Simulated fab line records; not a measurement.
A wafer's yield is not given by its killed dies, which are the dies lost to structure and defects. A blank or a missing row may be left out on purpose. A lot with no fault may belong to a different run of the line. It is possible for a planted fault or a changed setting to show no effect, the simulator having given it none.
Which tool is to blame? / flow nand harc / 11 lots with 33 wafers sampled at 4 steps, on a route of 1302 steps

== WHAT THE GAUGES READ, wafer by wafer ==
NHARC_P_GATE_CD_MEAS_46: the cd target is 720 nm.
lot=L834; measured=day 5 22:04; on=cd sem-03; cd nm (nm)=717.9 718.6 719.2
lot=L836; measured=day 7 01:36; on=cd sem-01; cd nm (nm)=718.8 721.1 719.7
lot=L838; measured=day 7 23:55; on=cd sem-01; cd nm (nm)=719.8 719.8 719.9
lot=L839; measured=day 8 09:58; on=cd sem-02; cd nm (nm)=719.7 720.0 719.4
lot=L840; measured=day 8 17:52; on=cd sem-02; cd nm (nm)=716.8 717.4 718.9
lot=L841; measured=day 9 00:48; on=cd sem-03; cd nm (nm)=720.4 720.7 719.8
lot=L842; measured=day 9 13:58; on=cd sem-01; cd nm (nm)=718.9 718.0 719.3
lot=L844; measured=day 10 12:07; on=cd sem-01; cd nm (nm)=695.7 695.0 695.7
lot=L848; measured=day 12 01:39; on=cd sem-03; cd nm (nm)=721.2 719.6 722.2
lot=L852; measured=day 13 06:14; on=cd sem-01; cd nm (nm)=719.9 718.7 716.6
lot=L855; measured=day 14 18:02; on=cd sem-02; cd nm (nm)=719.9 719.0 720.3

== WHICH TOOL RAN EACH LOT (tool, then ch and the chambers of the sampled wafers, then the start) ==
lot=L834; NHARC_P_GATE_ETCH_104=rie diel-07 ch 2,3, day 5 10:27; NHARC_P_GATE_STRIP_101=rie diel-10 ch 0,2, day 5 21:09; NHARC_P_GATE_EXPOSE_43=krf scanner-03 ch 0, day 5 21:55
lot=L836; NHARC_P_GATE_ETCH_104=rie diel-07 ch 1,3, day 6 13:45; NHARC_P_GATE_STRIP_101=rie diel-06 ch 0,1, day 7 00:41; NHARC_P_GATE_EXPOSE_43=krf scanner-01 ch 0, day 7 01:27
lot=L838; NHARC_P_GATE_ETCH_104=rie diel-06 ch 0,2,3, day 7 12:17; NHARC_P_GATE_STRIP_101=rie diel-07 ch 1,2,3, day 7 23:00; NHARC_P_GATE_EXPOSE_43=krf scanner-01 ch 0, day 7 23:46
lot=L839; NHARC_P_GATE_ETCH_104=rie diel-07 ch 1,2,3, day 7 22:23; NHARC_P_GATE_STRIP_101=rie diel-10 ch 0,3, day 8 09:10; NHARC_P_GATE_EXPOSE_43=krf scanner-01 ch 0, day 8 09:50
lot=L840; NHARC_P_GATE_ETCH_104=rie diel-06 ch 0,1,2, day 8 06:08; NHARC_P_GATE_STRIP_101=rie diel-07 ch 1,2, day 8 17:05; NHARC_P_GATE_EXPOSE_43=krf scanner-01 ch 0, day 8 17:43
lot=L841; NHARC_P_GATE_ETCH_104=rie diel-07 ch 1,2,3, day 8 13:00; NHARC_P_GATE_STRIP_101=rie diel-07 ch 1,2, day 8 23:53; NHARC_P_GATE_EXPOSE_43=krf scanner-02 ch 0, day 9 00:39
lot=L842; NHARC_P_GATE_ETCH_104=rie diel-10 ch 0,1,2, day 9 02:25; NHARC_P_GATE_STRIP_101=rie diel-06 ch 0,1,3, day 9 13:11; NHARC_P_GATE_EXPOSE_43=krf scanner-02 ch 0, day 9 13:49
lot=L844; NHARC_P_GATE_ETCH_104=rie diel-10 ch 0,2,3, day 10 00:31; NHARC_P_GATE_STRIP_101=rie diel-06 ch 1,2,3, day 10 11:12; NHARC_P_GATE_EXPOSE_43=krf scanner-01 ch 0, day 10 11:58
lot=L848; NHARC_P_GATE_ETCH_104=rie diel-10 ch 1,2,3, day 11 13:59; NHARC_P_GATE_STRIP_101=rie diel-07 ch 0,1,3, day 12 00:44; NHARC_P_GATE_EXPOSE_43=krf scanner-03 ch 0, day 12 01:29
lot=L852; NHARC_P_GATE_ETCH_104=rie diel-10 ch 0,1,2, day 12 18:37; NHARC_P_GATE_STRIP_101=rie diel-10 ch 1,2,3, day 13 05:19; NHARC_P_GATE_EXPOSE_43=krf scanner-01 ch 0, day 13 06:05
lot=L855; NHARC_P_GATE_ETCH_104=rie diel-10 ch 0,1,2, day 14 04:19; NHARC_P_GATE_STRIP_101=rie diel-06 ch 0,1,2, day 14 17:06; NHARC_P_GATE_EXPOSE_43=krf scanner-02 ch 0, day 14 17:53
- NHARC_P_GATE_ETCH_104: etches the open film in CF4/CHF3, target depth 60 nm.
- NHARC_P_GATE_STRIP_101: strips in O2, time 20 s.
- NHARC_P_GATE_EXPOSE_43: exposes mask P NSD, target cd 720 nm.

== THE ANSWER, worked out from the rows above alone ==
Rule: usual is defined by the lots themselves. The widest of any qualifying gaps counts: lots, ordered by their means at a reading, are off when they make up no more than a third of the lots, leave a main group of 4 or more, and stand apart from it by 3 or more times the standard deviation of that group's means. A main group whose means are all the same, to the digits that the tables above print for the reading, isn't used. A lot without any number at a reading at which 4 lots or more have one is off too. All remaining lots with rows at the step are treated as sound.
Off, at NHARC_P_GATE_CD_MEAS_46 on cd nm: L844. Main group: mean 719.4 nm, sd 0.95.
A tool fits if, at a process step before that reading, it ran every lot that is off, and no sound lot after the first of them. The gauges at NHARC_P_GATE_CD_MEAS_46 are tried like those tools. None of those tried fits.

== WHAT THE SIMULATOR HAD PUT IN ==
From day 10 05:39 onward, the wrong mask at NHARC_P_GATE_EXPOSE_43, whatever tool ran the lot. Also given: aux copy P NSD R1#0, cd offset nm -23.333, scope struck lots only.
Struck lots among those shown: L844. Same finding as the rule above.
